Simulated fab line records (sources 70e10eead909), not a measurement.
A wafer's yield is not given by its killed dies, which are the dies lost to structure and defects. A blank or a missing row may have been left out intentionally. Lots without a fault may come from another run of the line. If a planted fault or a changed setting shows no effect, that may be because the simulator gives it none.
A lot that was struck, set against a sound lot || flow nand_harc || 15 steps out of a route of 1159
Sound: these wafers, L188.1, L188.4, L188.5. Struck: wafers L195.2, L195.4, L195.6. The cause is named last.
Each step with rows lists, per side, the tool, then ch with its chambers, then its first start. Under that, the readings that differ: sound wafers || struck wafers || difference of the means || sigmas: that difference in standard deviations of wafers without a fault.
alike: same words and numbers on both sides, and readings whose means sit less than 2 such deviations apart. not compared: any withheld reading, any reading some wafer has no value for, any bound like >300 that may hide the same value, and any number with overlapping values for which the record gives no deviation.
A row with sigmas, a row that says differs or no value, or rows on one side alone: a step with any of these is where the two part. Non-overlapping numbers with no deviation appear without sigmas and do not part them. A reading that every wafer of one side lacks parts them only if that side has two wafers or more.

NHARC_P_GATE_CD_MEAS_46: target cd 720 nm.
  sound on cd_sem-02 ch 0, day 6 05:47; struck on cd_sem-02 ch 0, day 8 11:11
  alike: cd_nm
then, 1 step without rows for these wafers: NHARC_P_GATE_HARDBAKE_47 (time 80 s).
NHARC_P_GATE_DESCUM_48: chemistry O2, time 3 s.
  sound on rie_diel-06 ch 0,3, day 6 05:56; struck on rie_diel-06 ch 2,3, day 8 11:29
  alike: drypump_motor_current_A, oes_product_au, rf_vpp_V, showerhead_plenum_p_Torr, throttle_valve_pct
  not compared: rf_hours_counter_h
following that, these wafers have no rows for 1 step: NHARC_P_GATE_IMPLANT_49.
NHARC_P_GATE_STRIP_111: strips in N2/H2, time 250 s.
  sound on plasma_asher-02 ch 0, day 6 06:25; struck on plasma_asher-02 ch 0,1, day 8 12:04
  alike: drypump_motor_current_A, heater_power_w, temp_c
  not compared: rf_hours_counter_h
NHARC_P_GATE_STRIP_75: strips in O2.
  sound on plasma_asher-02 ch 0, day 6 06:41; struck on plasma_asher-02 ch 0,1, day 8 12:20
  alike: drypump_motor_current_A, heater_power_w, temp_c
  not compared: rf_hours_counter_h
then, 6 steps without rows for these wafers: NHARC_P_GATE_STRIP_50 (strips in SPM, time 900 s); NHARC_P_GATE_DEHYDRATE_51 (time 120 s); NHARC_P_GATE_HMDS_52 (time 30 s); NHARC_P_GATE_COAT_53; NHARC_P_GATE_SOFTBAKE_54 (time 95 s); NHARC_P_GATE_EBR_55.
NHARC_P_GATE_EXPOSE_56: exposes mask P PSD, target cd 720 nm.
  sound on krf_scanner-01 ch 0, day 6 07:26; struck on krf_scanner-01 ch 0, day 8 13:05
{"reading": "model.P_GATE.overlay_x_nm (nm)", "sound": "-4.745 -4.745 -4.745", "struck": "87.33 87.33 87.33", "difference": "+92.08", "sigmas": ""}
  alike: mask, reticle_temp_C, stage_vel_mm_s
then, 1 step without rows for these wafers: NHARC_P_GATE_PEB_57 (peb time 85 s).
-- record jumps: 15 days between struck wafers' starts before vs after; left off in module P_GATE, resumes in module END, first step shown is number 1159 of the route --
NHARC_END_SORT_01:
  here the record holds rows for the struck wafers (prober-01 ch 0, day 23 13:30) but none for the sound ones

## WHERE THEY PART
NHARC_END_SORT_01 only, going by this record.

WHY: what had been put in by the simulator
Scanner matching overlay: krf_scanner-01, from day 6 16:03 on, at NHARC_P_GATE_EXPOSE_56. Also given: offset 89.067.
